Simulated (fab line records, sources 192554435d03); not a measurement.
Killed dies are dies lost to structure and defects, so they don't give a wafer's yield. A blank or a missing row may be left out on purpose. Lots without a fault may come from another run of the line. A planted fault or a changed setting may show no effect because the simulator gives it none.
Chamber matching | flow n5_finfet | N5_BEOL_M7_DESCUM_16 on rie_diel-04: 4 sister chambers
The step chemistry O2, time 7.9 s. 8 wafers are shown with their chamber, then 7 later ones without.

WAFERS WITH THEIR CHAMBER
wafer  | chamber | drypump_motor_current_A (A) | throttle_valve_pct (%)
L074.3 | 0       | 6.2                         | 20.38
L076.2 | 0       | 6.3                         | 20.38
L077.3 | 1       | 5.4                         | 20.75
L077.5 | 3       | 6.0                         | 20.35
L078.1 | 3       | 6.0                         | 20.36
L078.5 | 2       | 4.8                         | 20.21
L087.1 | 2       | 4.8                         | 20.26
L087.4 | 1       | 5.4                         | 20.78

WAFERS WITHOUT THEIR CHAMBER
wafer  | drypump_motor_current_A (A) | throttle_valve_pct (%)
L087.5 | 6.1                         | 20.37
L090.1 | 5.3                         | 20.78
L090.2 | 6.0                         | 20.37
L090.3 | 6.3                         | 20.41
L091.3 | 6.0                         | 20.40
L091.4 | 6.0                         | 20.39
L091.6 | 5.3                         | 20.78

WHICH CHAMBER EACH WENT THROUGH
wafer  | from the rows above     | in truth
L087.5 | can't be placed: 3 or 0 | 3
L090.1 | 1                       | 1
L090.2 | 3                       | 3
L090.3 | 0                       | 0
L091.3 | 3                       | 3
L091.4 | 3                       | 3
L091.6 | 1                       | 1
Placed correctly: 6 of 7. Can't be placed from these rows: 1 (the true chamber is among the candidates in 1). Placed wrongly: 0.
How it was worked out, from the rows above alone: a wafer's distance from a chamber is the root of the sum, over the readings, of the square of ((its reading less the chamber's mean) divided by the reading's scatter). The wafer belongs to the nearest chamber; if the next one is less than 2 further off, it can't be placed. A chamber's mean is the mean of its shown wafers. The scatter: the root of (the sum of the squares of (reading less its chamber's mean) over the shown wafers, divided by (wafers less chambers)).
